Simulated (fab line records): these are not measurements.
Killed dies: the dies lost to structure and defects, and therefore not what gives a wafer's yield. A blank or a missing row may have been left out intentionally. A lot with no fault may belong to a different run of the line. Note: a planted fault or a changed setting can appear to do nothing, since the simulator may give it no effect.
fab line records | flow n5_finfet
[record] lots = 8 wafers = 24 last_day = 21
route steps=1938 shown BEOL_M4@1023
lots untouched by any fault: they come from a run of this same line in which no faults occurred
start_h: the number of hours between the record's first day and the start of the first shown wafer of the lot | wait_h: how many hours have passed since the lot's step before this one | " the same as in the row above | L1.1+2: a row that stands for several wafers | - no value, or no start given | * or withheld: withheld | < > ~ a bound
route shown NAME@n: NAME is a module with steps in the file, n the number in the route of the first one | usual: mean/standard deviation of fault-free wafers | same: alike in all rows | chamber/n: place in a boat | sites: the reading at each site | _std_site: the standard deviation of these | _edge_site: inner sites' mean taken away from outer sites' mean | radius_mm: how far each site lies from the wafer's centre | mask NAME#n: copy n | behind: the tool/chamber that last shaped the wafer | hold: the reason the lot was held/the length of the hold in hours/how it ended | device: whichever transistor did not switch (one of n, p or np) | end of line: at the end of the route, the tests of the same wafers | step lacking rows: just its recipe | killed: count of dies lost to structure and defects at first sort (not the wafer's yield) | map: the dies of a wafer, with x for killed, . for not killed, _ for no die there
set.NAME: setting as actually run; set.NAME@STEP: the setting as run at that earlier step | model.NAME: the simulator's own value behind a step, which no gauge read
one table for each step of the route and one row for each wafer, over a sample of lots
services: when a tool's chamber went out of use (start_h, in hours from the record's first day, below 0 if earlier), for how many hours, and the reason
[[steps]]
[step N5_BEOL_M4_PECVD_72]
[recipe] material = SiO2 target_thk_a = 160 temp_c = 400 precursor = TEOS/O2 pressure_torr = 5.5 rf_w = 450 teos_flow_sccm = 53.8 gas = O2 flow_sccm = 3000 time_s = 18
[usual] heater_power_w = 740/86 showerhead_plenum_p_Torr = 8.75/0.069 showerhead_vpp_V = 1324/49 throttle_valve_pct = 22.3/1.2
// columns lot.wafer tool chamber start_h wait_h heater_power_w showerhead_plenum_p_Torr showerhead_vpp_V throttle_valve_pct
L723.1 pecvd-01 1 211.36 0.0 759 8.85 1361 22.9
L723.4 " 0 " " 743 8.67 1274 23.5
L723.6 " 1 " " 746 8.88 1348 23.0
L727.2 pecvd-01 1 228.28 0.0 797 8.84 1326 23.1
L727.3 " 0 " " 755 8.67 1293 23.8
L727.5 " 2 " " 760 8.68 1350 21.3
L733.3 pecvd-03 2 258.50 0.0 783 8.68 1403 20.0
L733.4 " 1 " " 645 8.80 1320 23.5
L733.5 " 2 " " 801 8.70 1399 19.9
L737.2 pecvd-02 1 301.05 0.0 774 8.83 1385 23.1
L737.4 " 0 " " 642 8.74 1374 22.4
L737.5 " 2 " " 555 8.75 1223 20.4
L739.1 pecvd-01 0 309.15 0.0 795 8.65 1273 23.8
L739.4 " 0 " " 781 8.68 1254 23.6
L739.6 " 0 " " 796 8.68 1273 23.6
L744.1 pecvd-01 0 335.76 0.0 816 8.67 1269 23.6
L744.2 " 1 " " 760 8.85 1342 22.9
L744.4 " 2 " " 765 8.68 1325 21.4
L742.2 pecvd-03 0 343.62 0.0 798 8.80 1292 22.3
L742.3 " 1 " " 701 8.79 1330 23.5
L742.5 " 0 " " 784 8.80 1267 22.3
L743.2 pecvd-02 2 344.85 0.0 487 8.72 1268 20.3
L743.3 " 0 " " 589 8.74 1353 22.1
L743.4 " 0 " " 601 8.74 1377 22.0
[step N5_BEOL_M4_ETCH_77]
[recipe] chemistry = N2/H2 target = underlayer target_depth_a = 65 mask_material = CAR-EUV time_s = 5.2 ion_energy_ev = 200 pressure_mtorr = 30 source_w = 840 bias_w = 150 n2_flow_sccm = 200 h2_flow_sccm = 200 ends = cleared
[usual] drypump_motor_current_A = 5.7/0.57 etch_rf_on_time_s = 5.27/0.16 oes_product_au = 0.67/0.075 rf_fwd_power_W = 819.3/2.6 rf_vpp_V = 523.7/2.1 showerhead_plenum_p_Torr = 2.54/0.068 throttle_valve_pct = 17.64/0.25
// columns lot.wafer tool chamber start_h wait_h drypump_motor_current_A etch_rf_on_time_s oes_product_au rf_fwd_power_W rf_hours_counter_h rf_vpp_V showerhead_plenum_p_Torr throttle_valve_pct
L723.1 rie_diel-05 3 214.31 0.0 5.2 5.29 0.78 817.1 25 523.4 2.49 17.62
L723.4 " 0 " " 5.3 5.31 0.66 814.2 108 523.6 2.55 17.64
L723.6 " 0 " " 5.2 5.29 0.66 820.2 - 523.5 2.55 17.63
L727.2 rie_diel-05 2 231.84 0.0 5.4 5.03 0.66 819.7 152 525.6 2.53 17.46
L727.3 " 1 " " 6.4 5.44 0.71 821.2 48 521.5 2.49 17.45
L727.5 " 3 " " 5.3 5.24 0.78 821.1 - 521.5 2.48 17.62
L733.3 rie_diel-01 1 260.77 0.0 5.1 5.28 0.60 816.7 191 526.8 2.68 18.15
L733.4 " 2 " " 5.3 5.20 0.81 822.8 1 527.6 2.71 17.22
L733.5 " 3 " " 5.6 5.25 0.69 817.6 - 521.4 2.48 17.56
L737.2 rie_diel-04 1 304.89 0.0 6.4 5.16 0.70 821.1 77 525.0 2.59 18.03
L737.4 " 2 " " 4.9 5.56 0.59 819.9 - 523.8 2.54 17.54
L737.5 " 0 " " 5.8 5.12 0.81 821.7 - 523.8 2.47 17.22
L739.1 rie_diel-01 2 313.15 0.0 5.2 5.06 0.78 817.7 23 528.8 2.70 17.26
L739.4 " 0 " " 5.5 5.31 0.58 819.1 240 520.1 2.51 17.95
L739.6 " 0 " " 5.5 5.30 0.57 818.6 - 521.9 2.51 17.99
L744.1 rie_diel-04 2 337.79 0.0 4.9 5.63 0.59 819.8 203 523.8 2.53 17.56
L744.2 " 0 " " 5.7 5.18 0.76 818.9 26 522.1 2.46 17.24
L744.4 " 1 " " 6.4 5.24 0.68 820.7 92 523.9 2.58 18.04
L742.2 rie_diel-04 2 346.08 0.0 4.9 5.62 0.58 821.9 205 524.5 2.53 17.58
L742.3 " 3 " " 6.6 5.07 0.80 819.7 8 527.7 2.59 17.39
L742.5 " 2 " " 4.9 5.64 0.58 819.4 - 521.1 2.53 17.59
L743.2 rie_diel-04 2 349.68 0.0 4.9 5.68 0.57 822.9 207 523.2 2.53 17.59
L743.3 " 0 " " 5.7 5.24 0.76 816.5 31 521.6 2.46 17.23
L743.4 " 1 " " 6.4 5.23 0.69 822.2 95 524.2 2.58 18.05
[step N5_BEOL_M4_ETCH_70]
[recipe] chemistry = N2/H2 target = SOC target_depth_a = 800 overetch_a = 240 mask_material = SiARC temp_c = 40 time_s = 130 ion_energy_ev = 200 pressure_mtorr = 30 source_w = 840 bias_w = 150 n2_flow_sccm = 200 h2_flow_sccm = 200
[usual] drypump_motor_current_A = 5.6/0.49 oes_product_au = 0.59/0.063 rf_fwd_power_W = 836.3/2.8 rf_vpp_V = 523.8/2.1 showerhead_plenum_p_Torr = 2.55/0.079 throttle_valve_pct = 17.60/0.29
// columns lot.wafer tool chamber start_h wait_h drypump_motor_current_A oes_product_au rf_fwd_power_W rf_hours_counter_h rf_vpp_V showerhead_plenum_p_Torr throttle_valve_pct
L723.1 rie_diel-05 3 240.61 0.0 5.2 0.67 839.5 34 522.2 2.48 17.58
L723.4 " 0 " " 5.3 0.57 836.5 117 522.9 2.55 17.58
L723.6 " 2 " " 5.4 0.55 837.4 - 523.5 2.53 17.44
L727.2 rie_diel-01 1 261.30 0.0 5.1 0.53 840.2 192 526.3 2.68 18.08
L727.3 " 3 " " 5.6 0.60 838.1 88 522.4 2.48 17.51
L727.5 " 0 " " 5.5 0.52 834.7 - 522.1 2.52 17.90
L733.3 rie_diel-01 2 294.41 0.0 5.3 0.67 835.1 15 529.4 2.70 17.20
L733.4 " 1 " " 5.0 0.52 639.9 206 577.6 2.67 18.11
L733.5 " 0 " " 5.5 0.50 838.2 - 521.9 2.51 17.92
L737.2 rie_diel-04 0 335.17 0.0 5.8 0.66 837.1 26 522.8 2.46 17.19
L737.4 " 2 " " 4.9 0.52 840.7 202 522.9 2.53 17.54
L737.5 " 3 " " 6.6 0.69 836.3 - 526.1 2.59 17.32
L739.1 rie_diel-04 0 346.69 0.0 5.8 0.66 835.2 29 521.4 2.46 17.22
L739.4 " 1 " " 6.4 0.59 836.4 94 525.1 2.58 18.02
L739.6 " 3 " " 6.6 0.68 843.3 - 526.1 2.59 17.34
L743.2 rie_diel-01 3 362.80 0.0 5.6 0.57 837.5 128 520.5 2.47 17.56
L743.3 " 2 " " 5.2 0.64 831.9 41 526.9 2.69 17.24
L743.4 " 3 " " 5.6 0.57 836.4 - 522.9 2.47 17.58
L744.1 rie_diel-01 1 370.74 0.0 5.1 0.50 834.2 235 525.9 2.66 18.17
L744.2 " 0 " " 5.5 0.72 839.1 1 523.0 2.51 17.46
L744.4 " 2 " " 5.3 0.63 834.6 45 528.2 2.69 17.26
L742.2 rie_diel-05 3 398.56 0.0 5.2 0.61 833.2 88 520.8 2.46 17.70
L742.3 " 1 " " 6.4 0.58 837.8 107 520.9 2.46 17.53
L742.5 " 3 " " 5.3 0.62 836.9 - 522.0 2.46 17.68
[step N5_BEOL_M4_STRIP_97]
[recipe] chemistry = N2/H2 time_s = 10 power_w = 450 temp_c = 40 pressure_mtorr = 20 rf_frequency_hz = 6e+07 bias_power_w = 7 n2_flow_sccm = 200 h2_flow_sccm = 200
[usual] drypump_motor_current_A = 5.6/0.49 oes_product_au = 0.80/0.087 rf_vpp_V = 59.2/0.84 showerhead_plenum_p_Torr = 2.54/0.079 throttle_valve_pct = 23.4/0.36
// columns lot.wafer tool chamber start_h wait_h drypump_motor_current_A oes_product_au rf_hours_counter_h rf_vpp_V showerhead_plenum_p_Torr throttle_valve_pct
L723.1 rie_diel-05 3 - - 5.3 0.91 34 59.1 2.48 23.5
L723.4 " 0 " " 5.3 0.79 117 59.7 2.55 23.3
L723.6 " 2 " " 5.4 0.76 - 58.6 2.52 23.2
L727.2 rie_diel-01 1 - - 5.1 0.71 192 60.6 2.67 24.0
L727.3 " 3 " " 5.7 0.81 88 58.4 2.48 23.2
L727.5 " 0 " " 5.5 0.69 - 60.4 2.51 23.6
L733.3 rie_diel-01 2 - - 5.3 0.90 15 59.2 2.70 22.9
L733.4 " 1 " " 5.1 0.70 206 58.5 2.67 24.1
L733.5 " 0 " " 5.5 0.68 - 60.1 2.51 23.6
L737.2 rie_diel-04 0 - - 5.8 0.90 26 59.5 2.46 22.8
L737.4 " 2 " " 4.9 0.70 202 58.7 2.52 23.3
L737.5 " 3 " " 6.5 0.96 - 58.9 2.59 23.2
L739.1 rie_diel-04 0 - - 5.7 0.88 29 59.6 2.46 22.8
L739.4 " 1 " " 6.3 0.80 94 58.9 2.58 23.9
L739.6 " 3 " " 6.6 0.94 - 59.3 2.58 23.2
L743.2 rie_diel-01 3 - - 5.6 0.78 128 58.1 2.46 23.3
L743.3 " 2 " " 5.3 0.86 41 60.3 2.69 23.0
L743.4 " 3 " " 5.6 0.77 - 59.4 2.46 23.3
L744.1 rie_diel-01 1 - - 5.0 0.69 236 59.2 2.65 24.1
L744.2 " 0 " " 5.5 1.01 1 59.5 2.50 23.2
L744.4 " 2 " " 5.2 0.84 45 58.7 2.68 23.0
L742.2 rie_diel-05 3 - - 5.3 0.82 88 58.5 2.46 23.5
L742.3 " 1 " " 6.4 0.79 107 59.3 2.46 23.3
L742.5 " 3 " " 5.3 0.82 - 58.8 2.46 23.5
[step N5_BEOL_M4_RC_MEAS_101]
[usual] DIBL_N = 37.1/2.6 DIBL_P = 38/3 IOFF_N = 0.18/0.052 IOFF_P = 0.25/0.06 ION_N = 678/15 ION_P = 467/8.6 SS_N = 71.7/0.73 SS_P = 73.7/0.89 VT_N = 249/4.3 VT_P = -248/3.8
// columns lot.wafer tool chamber start_h wait_h DIBL_N[mV/V] DIBL_P[mV/V] IOFF_N[nA/um] IOFF_P[nA/um] ION_N[uA/um] ION_P[uA/um] SS_N[mV/dec] SS_P[mV/dec] VT_N[mV] VT_P[mV]
L723.1 prober-02 0 245.30 0.0 36.0 34 0.14 0.20 676 465 71.2 72.9 248 -250
L723.4 " 0 " " 36.3 36 0.17 0.24 692 472 71.6 73.4 244 -246
L723.6 " 0 " " 36.3 35 0.15 0.24 691 474 71.2 72.7 249 -248
L727.2 prober-01 0 265.67 0.2 34.9 35 0.13 0.22 659 466 70.7 73.4 253 -248
L727.3 " 0 " " 38.1 40 0.20 0.34 688 477 71.9 74.2 247 -244
L727.5 " 0 " " 35.8 36 0.15 0.23 673 465 71.4 73.5 250 -249
L733.3 prober-02 0 300.52 0.3 36.7 38 0.18 0.25 675 469 71.2 73.2 246 -249
L733.4 " 0 " " 35.2 37 0.16 0.24 693 476 70.9 74.2 249 -247
L733.5 " 0 " " 37.4 39 0.19 0.26 671 461 71.9 74.3 248 -249
L737.2 prober-01 0 342.59 0.2 38.9 39 0.21 0.29 685 470 72.4 73.9 247 -243
L737.4 " 0 " " 38.1 40 0.19 0.34 683 478 72.1 73.0 246 -242
L737.5 " 0 " " 40.2 41 0.25 0.35 692 478 72.4 74.0 243 -241
L739.1 prober-01 0 351.78 0.7 32.3 34 0.11 0.17 661 452 70.5 71.0 253 -252
L739.4 " 0 " " 36.0 38 0.17 0.25 662 461 72.2 74.0 247 -248
L739.6 " 0 " " 32.8 34 0.12 0.18 671 469 70.6 71.9 254 -252
L743.2 prober-02 0 367.82 0.2 36.5 39 0.19 0.26 704 484 71.2 74.6 244 -243
L743.3 " 0 " " 37.0 39 0.19 0.26 674 462 72.0 73.8 248 -248
L743.4 " 0 " " 38.3 41 0.23 0.30 700 477 71.3 74.7 245 -248
L744.1 prober-02 0 375.35 0.0 39.7 42 0.26 0.32 694 474 72.8 75.2 241 -245
L744.2 " 0 " " 40.2 42 0.25 0.33 682 475 72.6 74.5 246 -245
L744.4 " 0 " " 38.0 39 0.22 0.26 681 466 72.4 74.2 245 -246
L742.2 prober-01 0 402.72 0.2 43.7 45 0.34 0.39 692 472 73.6 75.9 243 -243
L742.3 " 0 " " 38.2 38 0.18 0.24 696 478 71.0 73.4 249 -248
L742.5 " 0 " " 37.7 37 0.17 0.23 677 467 71.5 74.3 250 -248
[[services]]
// columns tool chamber start_h hours kind
rie_diel-05 - 188.93 0.2 repair
rie_diel-04 3 206.48 9.8 repair
rie_diel-01 0 208.40 5.3 repair
rie_diel-05 - 208.65 0.6 repair
rie_diel-01 3 226.33 4.3 repair
rie_diel-05 1 232.14 1.4 repair
pecvd-03 2 238.13 4.2 repair
rie_diel-01 2 238.47 - clean
rie_diel-01 2 238.47 - consumable_replace:focus_ring
rie_diel-01 2 238.47 - consumable_replace:showerhead
rie_diel-01 2 238.47 17.9 scheduled_down
rie_diel-01 2 238.47 17.9 vent_cycle
rie_diel-04 0 249.99 - clean
rie_diel-04 0 249.99 - consumable_replace:focus_ring
rie_diel-04 0 249.99 21.8 scheduled_down
rie_diel-04 0 249.99 21.8 vent_cycle
pecvd-03 - 251.82 0.4 repair
rie_diel-04 3 304.27 - clean
rie_diel-01 0 346.66 - clean
rie_diel-01 0 346.66 - consumable_replace:focus_ring
rie_diel-01 0 346.66 20.2 scheduled_down
rie_diel-01 0 346.66 20.2 vent_cycle
rie_diel-04 2 364.60 12.6 repair
rie_diel-01 3 395.29 4.1 repair
[[key]]
[first_sign] step = N5_BEOL_M4_ETCH_70 reading = rf_fwd_power_W direction = down sigmas = 69 usual = * struck = *
[effect] step = N5_BEOL_M4_ETCH_70 reading = rf_vpp_V direction = up sigmas = 25 usual = 523.8 struck = 577.6
met_at N5_BEOL_M4_ETCH_70
struck_lots L733
struck_wafers L733.4
not_acting_at N5_BEOL_M4_PECVD_72,N5_BEOL_M4_ETCH_77,N5_BEOL_M4_STRIP_97
onset_between 261.30 294.41
[fault] kind = process_parameter_drift tool = rie_diel-01 chamber = 1 onset_h = 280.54 steps = N5_BEOL_M4_ETCH_70 channel = source_w offset = -201.6 shape = step end_h = 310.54 acts_in = these_recipes_only stated = 840
